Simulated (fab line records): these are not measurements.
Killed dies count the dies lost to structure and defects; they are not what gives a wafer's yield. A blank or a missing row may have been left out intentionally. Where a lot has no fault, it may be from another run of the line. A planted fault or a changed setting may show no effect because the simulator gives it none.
One fault seen from 2 desks + flow nandHarc + each desk holds nothing but its own numbers, with what lay behind them at the end

## FOR THE TOOL OWNER'S DESK: aclDep-02
The tool's own readings at NHARC_A_CHANNEL_HOLE_D1_DEP_00 (deposits aC, target thk 3100 nm): means of the sampled wafers that have a number, for each lot that ran on this tool. The brackets show how far a lot's mean lies from the usual mean; more than 4 standard deviations puts the lot out of limits, marked OUT.
Columns: A = throttleValvePct at NHARC_A_CHANNEL_HOLE_D1_DEP_00, usual 35.000 %
| lot  | first seen here | A      |
|------|-----------------|--------|
| L902 | day 8 17:14     | 35.005 |
| L907 | day 9 18:17     | 34.994 |
| L910 | day 10 17:46    | 35.006 |
| L912 | day 11 14:52    | 35.009 |
This desk's finding: nothing out of limits on any of the 4 lots.

## METROLOGY DESK
Means of the sampled wafers that have a number, per lot and without regard to the tool the lot ran on: this is what the gauges read. The brackets show how far a lot's mean lies from the usual mean; more than 4 standard deviations puts the lot out of limits, marked OUT.
Columns: A = cdNm at NHARC_THIN_TSV_CD_MEAS_16, usual 1000.4 nm; B = cdNm at NHARC_THIN_TSV_CD_MEAS_37, usual 4999.8 nm
| lot  | first seen here | A      | B      |
|------|-----------------|--------|--------|
| L904 | day 19 09:32    | 1001.8 | 5000.8 |
| L901 | day 19 10:43    | 999.4  | 4997.0 |
| L902 | day 19 11:57    | 1001.6 | 4999.3 |
| L905 | day 20 01:18    | 1000.7 | 5000.1 |
| L908 | day 20 10:28    | 1002.8 | 5000.9 |
| L907 | day 20 11:43    | 999.6  | 4995.8 |
| L906 | day 20 19:13    | 998.9  | 4996.7 |
| L910 | day 20 20:32    | 1003.4 | 5003.5 |
| L911 | day 21 01:16    | 999.7  | 4997.8 |
| L912 | day 21 10:13    | 999.6  | 5001.6 |
| L917 | day 23 04:54    | 999.1  | 4999.9 |
| L919 | day 24 01:33    | 999.9  | 4998.9 |
| L924 | day 24 08:53    | 999.6  | 4997.9 |
| L922 | day 24 10:02    | 998.8  | 4996.9 |
This desk's finding: nothing out of limits on any of the 14 lots.

## TAKEN TOGETHER
The tool owner's desk saw nothing out of limits.
At the metrology desk, nothing out of limits was observed.

## WHAT THE SIMULATOR PUT IN
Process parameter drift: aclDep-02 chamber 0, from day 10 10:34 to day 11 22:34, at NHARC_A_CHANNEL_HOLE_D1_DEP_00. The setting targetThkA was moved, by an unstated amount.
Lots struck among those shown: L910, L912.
